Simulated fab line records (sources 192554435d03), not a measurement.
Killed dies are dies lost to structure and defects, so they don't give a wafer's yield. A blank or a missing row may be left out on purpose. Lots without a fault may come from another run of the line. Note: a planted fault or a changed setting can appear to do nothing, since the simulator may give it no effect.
Split-lot study :: flow n5Finfet :: on a route of 1938 steps: 7 lots, 21 wafers read

== ABOUT THE SPLIT ==
At N5_BEOL_M13_ILD_DEP_00 (deposits SiOC from DEMS/O2, target thk 837.92 nm, time 166.4 s), the setting timeS was moved away from the recipe's 166.4 s on 10 of the 21 wafers read, by -9.9% to +14.8%. All remaining wafers had this setting at the recipe value.

Split to reading: the file shows no intervening step.

== THE READING ==
M13_ILD_THK at N5_BEOL_M13_THK_MEAS_01, in nm. A value of 837 nm with a standard deviation of 12 nm is what fault-free wafers of this fab line usually give.

wafer: L079.3
tool, chamber at the split: pecvd-04, 1
timeS as run, s: 166.4
against the recipe: recipe
M13_ILD_THK, nm: 815
against lot-mates on the recipe: -

wafer: L079.4
tool, chamber at the split: pecvd-04, 2
timeS as run, s: 150
against the recipe: -9.9%
M13_ILD_THK, nm: 753
against lot-mates on the recipe: -62

wafer: L079.6
tool, chamber at the split: pecvd-04, 0
timeS as run, s: 150
against the recipe: -9.9%
M13_ILD_THK, nm: 743
against lot-mates on the recipe: -72

wafer: L075.2
tool, chamber at the split: pecvd-04, 1
timeS as run, s: 166.4
against the recipe: recipe
M13_ILD_THK, nm: 829
against lot-mates on the recipe: -

wafer: L075.3
tool, chamber at the split: pecvd-04, 0
timeS as run, s: 166.4
against the recipe: recipe
M13_ILD_THK, nm: 838
against lot-mates on the recipe: -

wafer: L075.6
tool, chamber at the split: pecvd-04, 0
timeS as run, s: 166.4
against the recipe: recipe
M13_ILD_THK, nm: 836
against lot-mates on the recipe: -

wafer: L081.1
tool, chamber at the split: pecvd-02, 0
timeS as run, s: 166.4
against the recipe: recipe
M13_ILD_THK, nm: 829
against lot-mates on the recipe: -

wafer: L081.2
tool, chamber at the split: pecvd-02, 2
timeS as run, s: 166.4
against the recipe: recipe
M13_ILD_THK, nm: 836
against lot-mates on the recipe: -

wafer: L081.4
tool, chamber at the split: pecvd-02, 2
timeS as run, s: 166.4
against the recipe: recipe
M13_ILD_THK, nm: 842
against lot-mates on the recipe: -

wafer: L088.1
tool, chamber at the split: pecvd-02, 1
timeS as run, s: 177.9
against the recipe: +6.9%
M13_ILD_THK, nm: 889
against lot-mates on the recipe: +42

wafer: L088.2
tool, chamber at the split: pecvd-02, 2
timeS as run, s: 177.9
against the recipe: +6.9%
M13_ILD_THK, nm: 896
against lot-mates on the recipe: +49

wafer: L088.4
tool, chamber at the split: pecvd-02, 2
timeS as run, s: 166.4
against the recipe: recipe
M13_ILD_THK, nm: 847
against lot-mates on the recipe: -

wafer: L091.2
tool, chamber at the split: pecvd-03, 2
timeS as run, s: 181.2
against the recipe: +8.9%
M13_ILD_THK, nm: 897
against lot-mates on the recipe: +74

wafer: L091.4
tool, chamber at the split: pecvd-03, 0
timeS as run, s: 166.4
against the recipe: recipe
M13_ILD_THK, nm: 812
against lot-mates on the recipe: -

wafer: L091.6
tool, chamber at the split: pecvd-03, 2
timeS as run, s: 166.4
against the recipe: recipe
M13_ILD_THK, nm: 834
against lot-mates on the recipe: -

wafer: L095.1
tool, chamber at the split: pecvd-02, 2
timeS as run, s: 155.7
against the recipe: -6.4%
M13_ILD_THK, nm: 797
against lot-mates on the recipe: -47

wafer: L095.3
tool, chamber at the split: pecvd-02, 0
timeS as run, s: 166.4
against the recipe: recipe
M13_ILD_THK, nm: 844
against lot-mates on the recipe: -

wafer: L095.4
tool, chamber at the split: pecvd-02, 2
timeS as run, s: 155.7
against the recipe: -6.4%
M13_ILD_THK, nm: 815
against lot-mates on the recipe: -29

wafer: L096.4
tool, chamber at the split: pecvd-04, 1
timeS as run, s: 191
against the recipe: +14.8%
M13_ILD_THK, nm: 976
against lot-mates on the recipe: no lot-mate on the recipe

wafer: L096.5
tool, chamber at the split: pecvd-04, 2
timeS as run, s: 191
against the recipe: +14.8%
M13_ILD_THK, nm: 975
against lot-mates on the recipe: no lot-mate on the recipe

wafer: L096.6
tool, chamber at the split: pecvd-04, 0
timeS as run, s: 191
against the recipe: +14.8%
M13_ILD_THK, nm: 974
against lot-mates on the recipe: no lot-mate on the recipe

THE FIT
A straight line over all 21 wafers: M13_ILD_THK changes by +8.64 nm for each +1% of timeS; r = +0.98; the points scatter about the line by 14 nm.
The same after taking each lot's own level away (the mean of its wafers on the recipe; 18 wafers): +6.88 nm for each +1%; r = +0.98; scatter 7.2 nm.
According to that fit, moving timeS by its largest amount changes the reading by 1e+02 nm.
The lots' own levels span 815.0 to 847.0 nm, that is 2.7 times the standard deviation above.
So the lot-to-lot level changes the slope: the two fits differ.
Check: for one of the wafers moved furthest among these (-9.9%), held out of the fit, the line's prediction against its lot-mates is -68.1 nm. Against them it came out at -62 nm.

== OTHER SPLITS APPLIED TO THESE WAFERS ==
Before the reading, these wafers also passed through other splits. Each is held against what the fit with the lots' levels taken away leaves over:
other split on the same wafers: N5_BEOL_M8_PEB_09 pebTimeS
wafers away from the commonest value: 5
r with M13_ILD_THK (lot level and that fit taken away): +0.15

other split on the same wafers: N5_BEOL_M10_PEB_26 pebTimeS
wafers away from the commonest value: 8
r with M13_ILD_THK (lot level and that fit taken away): +0.21

other split on the same wafers: N5_BEOL_M10_TRENCH_ETCH_37 biasW
wafers away from the commonest value: 8
r with M13_ILD_THK (lot level and that fit taken away): -0.26

other split on the same wafers: N5_BEOL_M11_VIA_ETCH_34 timeS
wafers away from the commonest value: 8
r with M13_ILD_THK (lot level and that fit taken away): -0.11

== THE WHOLE CHAIN: every reading that the file lists as answering this split, in the file's order ==
step: N5_BEOL_M13_ILD_DEP_00
what it does: deposits SiOC from DEMS/O2, target thk 837.92 nm, time 166.4 s
reading: SiOC_of_BEOL_M13_ILD_DEP_00.thkNm (the simulator's own value, which no gauge read)
change (the file's fit): +7.06 nm for each +1% of the setting
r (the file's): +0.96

step: N5_BEOL_M13_THK_MEAS_01
what it does: 
reading: M13_ILD_THK
change (the file's fit): +7.07 for each +1% of the setting
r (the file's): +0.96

== THE FILE'S OWN FIT ==
M13_ILD_THK changes by +7.07 nm for each +1% of timeS, r = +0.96.
